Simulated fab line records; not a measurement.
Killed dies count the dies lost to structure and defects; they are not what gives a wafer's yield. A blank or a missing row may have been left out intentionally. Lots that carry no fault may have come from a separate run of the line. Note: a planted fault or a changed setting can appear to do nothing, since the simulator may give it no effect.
Matching of chambers -- flow n5_finfet -- 4 sister chambers for N5_BEOL_M14_ETCH_59 on rie_diel-03
The step etches BARC in N2/H2, target depth 89 nm, overetch 26.7 nm, time 67.9 s. 4 wafers are shown with their chamber, then 9 later ones without.

## WAFERS, EACH WITH ITS CHAMBER
wafer,chamber,showerhead_plenum_p_Torr (Torr)
L092.2,2,2.60
L092.4,3,2.38
L092.5,1,2.40
L092.6,0,2.46

## WAFERS WHOSE CHAMBER IS MISSING
wafer,showerhead_plenum_p_Torr (Torr)
L094.2,2.40
L094.3,2.59
L094.4,2.38
L093.2,2.38
L093.3,2.45
L093.6,2.38
L095.1,2.45
L095.2,2.59
L095.6,2.45

## CHAMBER TAKEN BY EACH
wafer,from the rows above,in truth
L094.2,1,1
L094.3,2,2
L094.4,3,3
L093.2,3,3
L093.3,0,0
L093.6,3,3
L095.1,0,0
L095.2,2,2
L095.6,0,0
Correctly placed: 9 of 9. Not placeable from these rows: 0. Number placed wrongly: 0.
How it was worked out, from the rows above alone: a wafer's distance from a chamber is the root of the sum, over the readings, of the square of ((its reading less the chamber's mean) divided by the reading's scatter). The wafer belongs to the nearest chamber; if the next one is less than 2 further off, it can't be placed. A chamber's mean is the mean of its shown wafers. The scatter: with one shown wafer a chamber, the root of the mean of the squares of how far each hidden wafer lies from its nearest shown one.
